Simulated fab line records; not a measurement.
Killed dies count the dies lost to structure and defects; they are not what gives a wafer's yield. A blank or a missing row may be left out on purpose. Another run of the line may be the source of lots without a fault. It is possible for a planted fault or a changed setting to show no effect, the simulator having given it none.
2 desks looking at one fault || flow n5_finfet || each desk holds nothing but its own numbers, with what lay behind them at the end

== THE TOOL OWNER'S DESK: litho_track-03 ==
The tool's own readings at N5_SD_EPI_N_PEB_07 (peb time 60 s): means of the sampled wafers that have a number, for each lot that ran on this tool. If a lot's mean is further than 4 standard deviations from the usual mean, the lot is out of limits and carries the mark OUT (the distance appears in the brackets).
Columns: A = chill_plate_temp_C at N5_SD_EPI_N_PEB_07, usual 23.02 C; B = plate_temp_C at N5_SD_EPI_N_PEB_07, usual 109.98 C
{"lot": "L460", "first seen here": "day 3 00:16", "A": 23.09, "B": 109.98}
{"lot": "L467", "first seen here": "day 4 19:30", "A": 23.02, "B": "110.68 (+5.4) OUT"}
{"lot": "L471", "first seen here": "day 5 18:49", "A": 22.94, "B": "110.67 (+5.3) OUT"}
{"lot": "L479", "first seen here": "day 7 22:03", "A": 23.01, "B": 109.87}
This desk finds L467, L471 out of limits, L467 being first, at day 4 19:30 (plate_temp_C at N5_SD_EPI_N_PEB_07). L460, L479 stayed within limits.

== AT THE METROLOGY DESK ==
What the gauges read for every lot (on any tool): the sampled wafers with a number, averaged. If a lot's mean is further than 4 standard deviations from the usual mean, the lot is out of limits and carries the mark OUT (the distance appears in the brackets). It has 10 readings; the 7 that lie furthest out on some lot are the ones shown.
Columns: A = DIBL_P at N5_BEOL_M4_RC_MEAS_101, usual 36 mV/V; B = IOFF_N at N5_BEOL_M4_RC_MEAS_101, usual 0.16 nA/um; C = IOFF_P at N5_BEOL_M4_RC_MEAS_101, usual 0.20 nA/um; D = ION_P at N5_BEOL_M4_RC_MEAS_101, usual 462 uA/um; E = SS_P at N5_BEOL_M4_RC_MEAS_101, usual 73.2 mV/dec; F = VT_N at N5_BEOL_M4_RC_MEAS_101, usual 251 mV; G = VT_P at N5_BEOL_M4_RC_MEAS_101, usual -252 mV
{"lot": "L460", "first seen here": "day 9 09:12", "A": 38, "B": 0.18, "C": 0.23, "D": 466, "E": 73.7, "F": 248, "G": -249}
{"lot": "L463", "first seen here": "day 9 10:52", "A": 38, "B": 0.17, "C": 0.22, "D": 464, "E": 73.8, "F": 248, "G": -252}
{"lot": "L467", "first seen here": "day 10 19:55", "A": 35, "B": 0.15, "C": 0.19, "D": 469, "E": 72.7, "F": 250, "G": -252}
{"lot": "L471", "first seen here": "day 12 06:52", "A": 29, "B": 0.10, "C": 0.11, "D": 447, "E": 71.5, "F": 260, "G": -262}
{"lot": "L474", "first seen here": "day 13 06:30", "A": 39, "B": 0.24, "C": 0.25, "D": 470, "E": 73.3, "F": 244, "G": -245}
{"lot": "L475", "first seen here": "day 13 13:56", "A": 37, "B": 0.15, "C": 0.15, "D": 444, "E": 74.1, "F": 253, "G": -260}
{"lot": "L477", "first seen here": "day 13 19:27", "A": 36, "B": 0.15, "C": 0.18, "D": 462, "E": 72.8, "F": 253, "G": -252}
{"lot": "L479", "first seen here": "day 14 01:21", "A": 33, "B": 0.12, "C": 0.17, "D": 462, "E": 72.5, "F": 255, "G": -254}
{"lot": "L480", "first seen here": "day 14 15:49", "A": 36, "B": 0.18, "C": 0.23, "D": 461, "E": 73.3, "F": 250, "G": -247}
{"lot": "L481", "first seen here": "day 14 23:05", "A": 38, "B": 0.19, "C": 0.25, "D": 469, "E": 73.6, "F": 248, "G": -245}
Finding of this desk: none of the 10 lots has anything out of limits.

== BROUGHT TOGETHER ==
An alarm could have come from the tool owner's desk at day 4 19:30, on L467, L471.
At the metrology desk, nothing out of limits was observed.
The metrology desk has L467, L471 on record, within its limits.
The lots listed all ran N5_SD_EPI_N_PEB_07 on litho_track-03.

== WHAT HAD BEEN PUT IN BY THE SIMULATOR ==
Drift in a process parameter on litho_track-03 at N5_SD_EPI_N_PEB_07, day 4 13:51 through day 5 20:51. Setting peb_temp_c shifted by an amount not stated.
Shown lots that were struck: L467, L471.
Each desk's first reading out of limits, in hours after the fault started: the tool owner's desk, 6.
